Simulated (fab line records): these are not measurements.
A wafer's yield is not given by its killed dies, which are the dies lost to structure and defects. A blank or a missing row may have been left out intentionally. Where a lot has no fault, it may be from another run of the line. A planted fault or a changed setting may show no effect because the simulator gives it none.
Matching of chambers / flow n5_finfet / N5_BEOL_M5_VIA_ETCH_34 on rie_diel-05 has 4 sister chambers
The step etches SiCOH lowk in C4F6/O2, target depth 88.3 nm, time 39.2 s. 8 wafers are shown with their chamber, then 8 later ones without.

== WAFERS PAIRED WITH THEIR CHAMBERS ==
wafer=L078.3; chamber=1; drypump_motor_current_A (A)=6.7; showerhead_plenum_p_Torr (Torr)=2.76
wafer=L082.2; chamber=3; drypump_motor_current_A (A)=5.0; showerhead_plenum_p_Torr (Torr)=3.00
wafer=L082.3; chamber=0; drypump_motor_current_A (A)=6.7; showerhead_plenum_p_Torr (Torr)=2.72
wafer=L082.4; chamber=2; drypump_motor_current_A (A)=5.3; showerhead_plenum_p_Torr (Torr)=2.94
wafer=L088.2; chamber=2; drypump_motor_current_A (A)=5.3; showerhead_plenum_p_Torr (Torr)=2.93
wafer=L088.3; chamber=0; drypump_motor_current_A (A)=6.7; showerhead_plenum_p_Torr (Torr)=2.71
wafer=L088.5; chamber=1; drypump_motor_current_A (A)=6.7; showerhead_plenum_p_Torr (Torr)=2.74
wafer=L085.2; chamber=3; drypump_motor_current_A (A)=4.9; showerhead_plenum_p_Torr (Torr)=2.99

== WAFERS MISSING THEIR CHAMBER ==
wafer=L085.4; drypump_motor_current_A (A)=6.7; showerhead_plenum_p_Torr (Torr)=2.71
wafer=L085.6; drypump_motor_current_A (A)=6.7; showerhead_plenum_p_Torr (Torr)=2.74
wafer=L092.2; drypump_motor_current_A (A)=6.7; showerhead_plenum_p_Torr (Torr)=2.74
wafer=L092.4; drypump_motor_current_A (A)=6.7; showerhead_plenum_p_Torr (Torr)=2.71
wafer=L092.6; drypump_motor_current_A (A)=6.7; showerhead_plenum_p_Torr (Torr)=2.74
wafer=L097.1; drypump_motor_current_A (A)=6.7; showerhead_plenum_p_Torr (Torr)=2.71
wafer=L097.3; drypump_motor_current_A (A)=5.3; showerhead_plenum_p_Torr (Torr)=2.93
wafer=L097.6; drypump_motor_current_A (A)=5.0; showerhead_plenum_p_Torr (Torr)=2.99

== EACH ONE'S CHAMBER ==
wafer=L085.4; from the rows above=0; in truth=0
wafer=L085.6; from the rows above=can't be placed: 1 or 0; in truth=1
wafer=L092.2; from the rows above=can't be placed: 1 or 0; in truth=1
wafer=L092.4; from the rows above=0; in truth=0
wafer=L092.6; from the rows above=can't be placed: 1 or 0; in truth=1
wafer=L097.1; from the rows above=0; in truth=0
wafer=L097.3; from the rows above=2; in truth=2
wafer=L097.6; from the rows above=3; in truth=3
5 of 8 placed correctly. Cannot be placed on the basis of these rows: 3; the candidates contain the true chamber in 3. Number placed wrongly: 0.
How it was worked out, from the rows above alone: a wafer's distance from a chamber is the root of the sum, over the readings, of the square of ((its reading less the chamber's mean) divided by the reading's scatter). If the next closest chamber is less than 2 further off than the closest, the wafer can't be placed; otherwise it belongs to the closest. Each chamber's mean is taken over the wafers shown for it. The scatter: take each reading less its chamber's mean, square it, sum over the shown wafers, divide by the number of wafers less the number of chambers, and take the root.
